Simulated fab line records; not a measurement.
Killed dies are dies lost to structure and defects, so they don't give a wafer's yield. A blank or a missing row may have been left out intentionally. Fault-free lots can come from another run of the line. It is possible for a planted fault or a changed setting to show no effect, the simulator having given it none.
What tool caused it? | flow nand-harc | 72 wafers from 24 lots sampled at 4 of the route's 1302 steps

== WHAT EACH GAUGE READ, for each wafer ==
NHARC_A_SOURCE_PLATE_THK_MEAS_09: measures by ellipsometry. Usual: 9.8 nm for thk-nm, sd 1.
lot  | measured     | on            | thk-nm (nm)    | flag
L075 | day 7 07:50  | film-metro-02 | 8.4 8.2 10.6   |
L074 | day 7 07:52  | film-metro-01 | 11.5 9.3 11.0  |
L076 | day 7 23:00  | film-metro-01 | 10.1 9.1 10.2  |
L077 | day 8 13:23  | film-metro-01 | 11.1 10.4 11.1 |
L078 | day 8 21:01  | film-metro-01 | 9.4 8.2 10.1   |
L079 | day 9 08:17  | film-metro-02 | 9.6 10.5 9.7   |
L080 | day 9 20:28  | film-metro-02 | 8.4 11.2 9.2   |
L081 | day 10 05:41 | film-metro-02 | 7.8 10.9 9.5   |
L082 | day 10 16:13 | film-metro-01 | 6.0 9.6 9.3    |
L083 | day 10 20:32 | film-metro-01 | 9.2 7.9 10.8   |
L084 | day 11 08:52 | film-metro-01 | 10.3 9.6 10.4  |
L085 | day 11 20:39 | film-metro-01 | 10.6 11.3 8.5  |
L086 | day 12 06:48 | film-metro-01 | 8.4 11.2 9.7   |
L087 | day 12 06:48 | film-metro-02 | 9.7 10.6 9.7   |
L088 | day 13 08:45 | film-metro-01 | 9.6 10.5 10.2  |
L089 | day 13 08:46 | film-metro-02 | 9.6 9.1 9.6    |
L090 | day 14 01:25 | film-metro-01 | 10.8 10.5 9.4  |
L091 | day 14 09:47 | film-metro-02 | 9.6 9.3 10.6   |
L092 | day 14 14:40 | film-metro-02 | 8.9 8.7 8.4    |
L093 | day 15 03:29 | film-metro-02 | 11.6 10.0 9.7  |
L094 | day 15 20:10 | film-metro-01 | 10.1 8.8 9.0   |
L095 | day 15 20:10 | film-metro-02 | 9.1 8.1 10.5   |
L096 | day 16 04:13 | film-metro-02 | 10.9 11.0 10.1 |
L097 | day 16 13:13 | film-metro-02 | 8.8 8.5 11.1   |

NHARC_A_ONON_D1_THK_MEAS_14: measures by ellipsometry. Usual: 1002 nm for thk-nm, sd 8.8.
lot  | measured     | on            | thk-nm (nm)    | flag
L075 | day 8 00:18  | film-metro-02 | 997 998 1000   |
L074 | day 8 00:34  | film-metro-01 | 993 990 990    |
L076 | day 8 14:53  | film-metro-01 | 991 990 990    |
L077 | day 9 04:44  | film-metro-02 | 1005 1005 1005 |
L078 | day 9 14:21  | film-metro-01 | 992 993 993    |
L079 | day 10 05:16 | film-metro-02 | 1014 1015 1014 |
L080 | day 10 12:28 | film-metro-02 | 1011 1012 1014 |
L081 | day 10 22:19 | film-metro-02 | 998 996 997    |
L082 | day 11 08:05 | film-metro-02 | 993 990 992    |
L083 | day 11 12:04 | film-metro-01 | 1008 1007 1008 |
L084 | day 12 01:31 | film-metro-02 | 998 998 998    |
L085 | day 12 12:05 | film-metro-01 | 1010 1008 1010 |
L086 | day 12 22:36 | film-metro-02 | 998 998 998    |
L087 | day 12 22:37 | film-metro-01 | 1014 1015 1015 |
L088 | day 14 00:34 | film-metro-01 | 1006 1008 1007 |
L089 | day 14 00:38 | film-metro-01 | 991 990 991    |
L090 | day 14 21:07 | film-metro-01 | 989 991 990    |
L091 | day 15 01:38 | film-metro-01 | 1009 1008 1008 |
L092 | day 15 07:46 | film-metro-02 | 1003 1004 1005 |
L093 | day 15 19:28 | film-metro-02 | 1008 1008 1008 |
L094 | day 16 11:41 | film-metro-02 | 1006 1009 1007 |
L095 | day 16 11:39 | film-metro-01 | 990 990 990    |
L096 | day 16 22:16 | film-metro-01 | 1009 1009 1011 |
L097 | day 17 05:16 | film-metro-01 | 1017 1018 1019 |

== WHAT TOOL EACH LOT RAN ON (gives the tool, then ch and the chambers of the sampled wafers, and finally the start) ==
lot  | NHARC_A_ZERO_WELL_ETCH_19          | NHARC_A_ZERO_WELL_ETCH_13
L075 | rie-diel-05 ch 1,2, day 6 23:46    | rie-si-04 ch 0,1,2, day 6 23:53
L074 | rie-diel-10 ch 1,2,3, day 7 01:08  | rie-si-04 ch 0,2, day 7 01:14
L076 | rie-diel-09 ch 0,2,3, day 7 14:13  | rie-si-04 ch 1,3, day 7 14:19
L077 | rie-diel-09 ch 1,2,3, day 8 03:39  | rie-si-02 ch 0,1, day 8 03:46
L078 | rie-diel-09 ch 0,1, day 8 12:58    | rie-si-03 ch 0,1,3, day 8 13:07
L079 | rie-diel-05 ch 0,2,3, day 8 23:44  | rie-si-02 ch 1,2,3, day 8 23:52
L080 | rie-diel-10 ch 0,1,2, day 9 12:22  | rie-si-04 ch 0,2,3, day 9 12:29
L081 | rie-diel-09 ch 1,2,3, day 9 21:08  | rie-si-02 ch 0,1,3, day 9 21:16
L082 | rie-diel-09 ch 0,3, day 10 06:53   | rie-si-02 ch 2,3, day 10 07:01
L083 | rie-diel-09 ch 0,2,3, day 10 11:33 | rie-si-04 ch 0,2,3, day 10 11:40
L084 | rie-diel-09 ch 1,2,3, day 10 20:41 | rie-si-04 ch 1,3, day 10 20:49
L085 | rie-diel-05 ch 0,3, day 11 10:56   | rie-si-02 ch 2,3, day 11 11:04
L086 | rie-diel-05 ch 1,2,3, day 11 22:16 | rie-si-04 ch 0,2,3, day 11 22:23
L087 | rie-diel-09 ch 0,2,3, day 12 01:15 | rie-si-02 ch 1,2, day 12 01:22
L088 | rie-diel-09 ch 0,1, day 13 00:44   | rie-si-03 ch 0,1,2, day 13 00:53
L089 | rie-diel-09 ch 0,1,2, day 13 01:56 | rie-si-04 ch 0,2,3, day 13 02:05
L090 | rie-diel-05 ch 0,3, day 13 17:10   | rie-si-04 ch 0,1,3, day 13 17:19
L091 | rie-diel-09 ch 0,1,2, day 14 01:07 | rie-si-03 ch 1,2, day 14 01:14
L092 | rie-diel-09 ch 0,1, day 14 06:38   | rie-si-02 ch 2,3, day 14 06:45
L093 | rie-diel-09 ch 0,2,3, day 14 18:52 | rie-si-03 ch 0,1,3, day 14 19:01
L094 | rie-diel-09 ch 0,1,3, day 15 10:29 | rie-si-02 ch 0,2,3, day 15 10:38
L095 | rie-diel-05 ch 0,1,3, day 15 10:50 | rie-si-03 ch 0,1,3, day 15 10:58
L096 | rie-diel-05 ch 0,3, day 15 19:42   | rie-si-04 ch 0,2, day 15 19:49
L097 | rie-diel-05 ch 1,3, day 16 04:38   | rie-si-04 ch 1,2, day 16 04:45
- NHARC_A_ZERO_WELL_ETCH_19: etches the open film in N2/H2, target depth 80 nm, overetch 24 nm, time 87.88 s.
- NHARC_A_ZERO_WELL_ETCH_13: etches the open film in HBr/Cl2, target depth 120 nm, time 40.1 s.

== WHAT THE TOOLS THEMSELVES READ (means of the sampled wafers that have a number; where no wafer has one, the mark that the record gives instead) ==
NHARC_A_ZERO_WELL_ETCH_19. Usual: drypump-motor-current-A 5.9 A, standard deviation 0.3; oes-product-au 0.998 a.u., standard deviation 0.014; rf-vpp-V 430.8 V, standard deviation 2.8; showerhead-plenum-p-Torr 2.06 Torr, standard deviation 0.098; throttle-valve-pct 14.172 %, standard deviation 0.008.
lot  | tool        | drypump-motor-current-A (A) | oes-product-au (a.u.) | rf-vpp-V (V) | showerhead-plenum-p-Torr (Torr) | throttle-valve-pct (%) | flag
L075 | rie-diel-05 | 6.0                         | 1.017                 | 429.1        | 2.00                            | 14.174                 |
L074 | rie-diel-10 | 5.7                         | 1.000                 | 430.8        | 2.04                            | 14.166                 |
L076 | rie-diel-09 | 6.0                         | 0.985                 | 430.3        | 2.01                            | 14.169                 |
L077 | rie-diel-09 | 6.1                         | 0.995                 | 431.7        | 2.09                            | 14.174                 |
L078 | rie-diel-09 | 5.7                         | 0.995                 | 431.2        | 2.08                            | 14.183                 |
L079 | rie-diel-05 | 5.8                         | 1.004                 | 430.6        | 2.06                            | 14.173                 |
L080 | rie-diel-10 | 5.6                         | 1.018                 | 427.6        | 1.95                            | 14.173                 |
L081 | rie-diel-09 | 6.1                         | 0.988                 | 431.8        | 2.09                            | 14.171                 |
L082 | rie-diel-09 | 5.9                         | 0.989                 | 428.6        | 1.93                            | 14.177                 |
L083 | rie-diel-09 | 6.0                         | 0.991                 | 428.5        | 2.01                            | 14.171                 |
L084 | rie-diel-09 | 6.1                         | 0.984                 | 432.0        | 2.09                            | 14.177                 |
L085 | rie-diel-05 | 5.7                         | 0.994                 | 431.4        | 2.09                            | 14.171                 |
L086 | rie-diel-05 | 5.9                         | 1.016                 | 431.8        | 2.06                            | 14.172                 |
L087 | rie-diel-09 | 6.0                         | 0.987                 | 429.3        | 2.01                            | 14.168                 |
L088 | rie-diel-09 | 5.7                         | 0.996                 | 432.2        | 2.07                            | 14.169                 |
L089 | rie-diel-09 | 5.7                         | 0.995                 | 430.9        | 2.07                            | 14.170                 |
L090 | rie-diel-05 | 5.7                         | 1.000                 | 432.3        | 2.09                            | 14.172                 |
L091 | rie-diel-09 | 5.7                         | 0.995                 | 430.6        | 2.07                            | 14.172                 |
L092 | rie-diel-09 | 5.6                         | 0.984                 | 428.3        | 1.99                            | 14.167                 |
L093 | rie-diel-09 | 6.0                         | 0.996                 | 429.7        | 2.01                            | 14.162                 |
L094 | rie-diel-09 | 5.9                         | 0.988                 | 429.6        | 2.01                            | 14.171                 |
L095 | rie-diel-05 | 5.8                         | 1.003                 | 431.9        | 2.09                            | 14.174                 |
L096 | rie-diel-05 | 5.7                         | 1.001                 | 431.1        | 2.08                            | 14.182                 |
L097 | rie-diel-05 | 5.9                         | 1.002                 | 431.7        | 2.10                            | 14.168                 |

NHARC_A_ZERO_WELL_ETCH_13. Usual: drypump-motor-current-A 5.6 A, standard deviation 0.31; he-backside-leak-sccm 2.62 sccm, standard deviation 0.17; oes-product-au 1.003 a.u., standard deviation 0.014; throttle-valve-pct 26.406 %, standard deviation 0.01.
lot  | tool      | drypump-motor-current-A (A) | he-backside-leak-sccm (sccm) | oes-product-au (a.u.) | throttle-valve-pct (%) | flag
L075 | rie-si-04 | 5.5                         | 2.67                         | 1.014                 | 26.416                 |
L074 | rie-si-04 | 5.6                         | 2.69                         | 1.016                 | 26.414                 |
L076 | rie-si-04 | 5.2                         | 2.67                         | 0.983                 | 26.411                 |
L077 | rie-si-02 | 5.7                         | 2.55                         | 0.999                 | 26.413                 |
L078 | rie-si-03 | 5.8                         | 2.58                         | 0.996                 | 26.404                 |
L079 | rie-si-02 | 5.8                         | 2.38                         | 1.016                 | 26.419                 |
L080 | rie-si-04 | 5.4                         | 2.81                         | 1.009                 | 26.405                 |
L081 | rie-si-02 | 5.7                         | 2.62                         | 1.006                 | 26.400                 |
L082 | rie-si-02 | 5.8                         | 2.47                         | 1.022                 | 26.411                 |
L083 | rie-si-04 | 5.4                         | 2.63                         | 0.996                 | 26.395                 |
L084 | rie-si-04 | 5.2                         | 2.58                         | 0.979                 | 26.417                 |
L085 | rie-si-02 | 5.7                         | 2.54                         | 1.012                 | 26.409                 |
L086 | rie-si-04 | 5.5                         | 2.71                         | 1.003                 | 26.420                 |
L087 | rie-si-02 | 5.9                         | 2.46                         | 1.009                 | 26.401                 |
L088 | rie-si-03 | 5.6                         | 2.56                         | 1.001                 | 26.404                 |
L089 | rie-si-04 | 5.5                         | 2.62                         | 1.010                 | 26.397                 |
L090 | rie-si-04 | 5.3                         | 2.70                         | 0.998                 | 26.400                 |
L091 | rie-si-03 | 5.7                         | 2.79                         | 1.014                 | 26.406                 |
L092 | rie-si-02 | 5.8                         | 2.43                         | 1.007                 | 26.410                 |
L093 | rie-si-03 | 5.8                         | 2.60                         | 0.994                 | 26.397                 |
L094 | rie-si-02 | 5.6                         | 2.49                         | 1.002                 | 26.403                 |
L095 | rie-si-03 | 5.7                         | 2.60                         | 0.996                 | 26.406                 |
L096 | rie-si-04 | 5.6                         | 2.68                         | 1.009                 | 26.398                 |
L097 | rie-si-04 | 5.4                         | 2.59                         | 1.010                 | 26.402                 |

== THE ANSWER, worked out from the rows above alone ==
Rule: a lot counts as off when the mean over its wafers that have a number is more than 3 standard deviations away from the usual mean. Also off: a lot with no number at a reading for which 4 or more lots have one. All remaining lots with rows at the step are treated as sound. First the gauges in route order, then the tools' own readings, where a lot's mean is used as printed above. At the first step where some lot is off, the reading lying furthest off is the one used; lots without a number count as furthest.
Nothing can be told from this: no lot is off at any reading shown.

== WHAT THE SIMULATOR PUT IN ==
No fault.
